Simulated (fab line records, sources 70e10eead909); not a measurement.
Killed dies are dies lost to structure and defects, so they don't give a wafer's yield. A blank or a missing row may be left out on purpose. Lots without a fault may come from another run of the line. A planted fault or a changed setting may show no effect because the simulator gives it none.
Chamber matching | flow nand_harc | NHARC_A_SLIT_ETCH_29 on rie_diel-10: 4 sister chambers
The step etches the open film in CF4/O2, target depth 100 nm, overetch 10 nm, time 55 s. 4 wafers are shown with their chamber, then 10 later ones without.

WAFERS WITH THEIR CHAMBER
wafer  | chamber | drypump_motor_current_A (A)
L087.1 | 0       | 5.6
L087.2 | 1       | 5.7
L087.5 | 2       | 4.8
L089.5 | 3       | 5.8

WAFERS WITHOUT THEIR CHAMBER
wafer  | drypump_motor_current_A (A)
L089.6 | 5.6
L092.1 | 4.8
L092.3 | 5.8
L092.5 | 5.8
L096.1 | 4.9
L096.4 | 5.6
L096.6 | 5.6
L095.1 | 5.8
L095.4 | 4.8
L095.6 | 5.7

WHICH CHAMBER EACH WENT THROUGH
wafer  | from the rows above | in truth
L089.6 | 0                   | 0
L092.1 | 2                   | 2
L092.3 | 3                   | 3
L092.5 | 3                   | 3
L096.1 | 2                   | 2
L096.4 | 0                   | 0
L096.6 | 0                   | 0
L095.1 | 3                   | 3
L095.4 | 2                   | 2
L095.6 | 1                   | 1
Placed correctly: 10 of 10. Can't be placed from these rows: 0. Placed wrongly: 0.
How it was worked out, from the rows above alone: a wafer's distance from a chamber is the root of the sum, over the readings, of the square of ((its reading less the chamber's mean) divided by the reading's scatter). The wafer belongs to the nearest chamber; if the next one is less than 2 further off, it can't be placed. A chamber's mean is the mean of its shown wafers. The scatter: with one shown wafer a chamber, the root of the mean of the squares of how far each hidden wafer lies from its nearest shown one.
